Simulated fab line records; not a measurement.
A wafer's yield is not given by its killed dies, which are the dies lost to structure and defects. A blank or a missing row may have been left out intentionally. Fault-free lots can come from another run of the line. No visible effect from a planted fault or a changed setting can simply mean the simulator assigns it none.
Matching of chambers / flow nandHarc / aldHk-02 running NHARC_A_CHANNEL_FILL_D1_ALD_25: 4 sister chambers
The step deposits SiOx, target thk 60 nm, pulse time 10 s, ald cycles 600. 4 wafers are shown with their chamber, then 8 later ones without.

WAFERS PAIRED WITH THEIR CHAMBERS
wafer=L092.1; chamber=0; heaterPowerW (W)=495
wafer=L092.5; chamber=1; heaterPowerW (W)=421
wafer=L092.6; chamber=2; heaterPowerW (W)=480
wafer=L095.1; chamber=3; heaterPowerW (W)=486

WAFERS WITH NO CHAMBER GIVEN
wafer=L095.2; heaterPowerW (W)=475
wafer=L095.6; heaterPowerW (W)=487
wafer=L096.2; heaterPowerW (W)=422
wafer=L096.4; heaterPowerW (W)=480
wafer=L096.5; heaterPowerW (W)=457
wafer=L097.1; heaterPowerW (W)=484
wafer=L097.3; heaterPowerW (W)=497
wafer=L097.6; heaterPowerW (W)=479

WHICH CHAMBER EACH ONE RAN IN
wafer=L095.2; from the rows above=can't be placed: 2 or 3 or 0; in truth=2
wafer=L095.6; from the rows above=can't be placed: 3 or 2 or 0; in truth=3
wafer=L096.2; from the rows above=1; in truth=1
wafer=L096.4; from the rows above=can't be placed: 2 or 3 or 0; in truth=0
wafer=L096.5; from the rows above=can't be placed: 2 or 3 or 1 or 0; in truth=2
wafer=L097.1; from the rows above=can't be placed: 3 or 2 or 0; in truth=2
wafer=L097.3; from the rows above=can't be placed: 0 or 3 or 2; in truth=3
wafer=L097.6; from the rows above=can't be placed: 2 or 3 or 0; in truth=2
1 of 8 placed correctly. Not placeable from these rows: 7 (in 7, the candidates include the true chamber). Number placed wrongly: 0.
How it was worked out, from the rows above alone: a wafer's distance from a chamber is the root of the sum, over the readings, of the square of ((its reading less the chamber's mean) divided by the reading's scatter). If the next closest chamber is less than 2 further off than the closest, the wafer can't be placed; otherwise it belongs to the closest. The mean given for a chamber averages the wafers shown for that chamber. The scatter: root of mean squared gap, hidden wafer to nearest shown wafer, with one shown wafer a chamber.
